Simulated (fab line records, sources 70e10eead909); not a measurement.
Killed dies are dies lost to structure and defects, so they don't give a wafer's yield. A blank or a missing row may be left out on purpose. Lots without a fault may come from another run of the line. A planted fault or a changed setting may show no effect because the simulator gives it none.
A struck lot beside a sound one | flow nand_harc | 15 steps out of a route of 1302
Sound: wafers L237.1, L237.4, L237.6. Struck: wafers L255.1, L255.5. The cause comes at the end.
At each step with rows: each side's tool, then ch and its chambers, then its first start. Under that, the readings that differ: sound wafers | struck wafers | difference of the means | sigmas: that difference in standard deviations of wafers without a fault.
alike: readings whose means differ by less than 2 such deviations, and words and numbers that are the same on both sides. not compared: withheld readings, readings that some wafer has no value for, bounds like >300 that may hide the same value, and numbers for which the record gives no deviation and whose values overlap.
The two part at a step that has a row with sigmas, a row that says differs or no value, or rows on one side only. Numbers that don't overlap but have no deviation are shown without sigmas and don't part them. A reading that every wafer of one side lacks parts them only if that side has two wafers or more.

NHARC_A_CONTACT_INSPECT_10:
  sound on defect_inspect-02, day 23 07:58; struck on defect_inspect-02, day 31 10:56
  alike: raw_defect_count
then, 2 steps without rows for these wafers: NHARC_A_CONTACT_DESCUM_13 (chemistry O2, time 3 s); NHARC_A_CONTACT_ETCH_88 (etches the open film in CF4, target depth 39 nm, time 65 s).
NHARC_A_CONTACT_ETCH_89: etches the open film in N2/H2, target depth 260 nm, time 475.3 s.
  sound on rie_diel-09 ch 0,1,2; struck on rie_diel-03 ch 0,1
  alike: drypump_motor_current_A, oes_product_au, rf_vpp_V, run_length_s, showerhead_plenum_p_Torr, throttle_valve_pct
  not compared: rf_hours_counter_h
NHARC_A_CONTACT_ETCH_30: etches the open film in CF4/CHF3, target depth 72.6 nm, time 36.3 s.
  sound on rie_diel-09 ch 1,2,3; struck on rie_diel-03 ch 1,3
  alike: drypump_motor_current_A, oes_product_au, rf_vpp_V, run_length_s, showerhead_plenum_p_Torr, throttle_valve_pct
  not compared: rf_hours_counter_h
NHARC_A_CONTACT_ETCH_31: etches the open film in O2/COS, target depth 2800 nm, time 728 s.
  sound on rie_diel-09 ch 1,2,3; struck on rie_diel-03 ch 2,3
  alike: drypump_motor_current_A, oes_product_au, rf_vpp_V, run_length_s, showerhead_plenum_p_Torr, throttle_valve_pct
  not compared: rf_hours_counter_h
then, 2 steps without rows for these wafers: NHARC_A_CONTACT_ETCH_134 (etches the open film in C4F8/O2/Ar, time 140 s, target depth 700 nm); NHARC_A_CONTACT_ETCH_135 (etches the open film in C4F8/O2/Ar, time 311 s, target depth 1912 nm).
NHARC_A_CONTACT_ETCH_136: etches the open film in C4F8/O2/Ar, time 311 s, target depth 1912 nm.
  sound on har_cap_etch-01 ch 1, day 23 09:46; struck on har_cap_etch-01 ch 0, day 31 12:35
  not compared: rf_hours_counter_h, run_length_s
then, 3 steps without rows for these wafers: NHARC_A_CONTACT_ETCH_137 (etches the open film in C4F8/O2/Ar, time 311 s, target depth 1912 nm); NHARC_A_CONTACT_ETCH_138 (etches the open film in C4F8/O2/Ar, time 311 s, target depth 1914 nm); NHARC_A_CONTACT_ETCH_139 (etches the open film in C4F8/O2/Ar, time 195 s, target depth 840 nm).
NHARC_A_CONTACT_ETCH_92: etches the open film in CH3F/O2, target depth 40 nm, time 85.7 s.
  sound on rie_diel-03 ch 0,2,3, day 23 11:05; struck on rie_diel-03 ch 0,2, day 31 14:00
  reading          | sound             | struck    | difference | sigmas
  run_length_s (s) | 107.3 107.0 106.8 | 77.9 78.3 | -28.9      | -66
  alike: drypump_motor_current_A, oes_product_au, rf_vpp_V, showerhead_plenum_p_Torr, throttle_valve_pct
  not compared: rf_hours_counter_h
NHARC_A_CONTACT_ETCH_98: etches the open film in C4F6/O2, target depth 20 nm, time 10 s.
  sound on rie_diel-03 ch 0,1,2; struck on rie_diel-03 ch 2, day 31 14:06
  alike: drypump_motor_current_A, oes_product_au, rf_vpp_V, run_length_s, showerhead_plenum_p_Torr, throttle_valve_pct
  not compared: rf_hours_counter_h
then, 1 step without rows for these wafers: NHARC_END_SORT_01.

WHERE THEY PART
Only at NHARC_A_CONTACT_ETCH_92, within this record. Later steps at which nothing parts them and some readings are alike: NHARC_A_CONTACT_ETCH_98.

WHY: what the simulator had put in
Process parameter drift: rie_diel-03, from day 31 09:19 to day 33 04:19, at NHARC_A_CONTACT_ETCH_92. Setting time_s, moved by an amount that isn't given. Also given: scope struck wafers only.
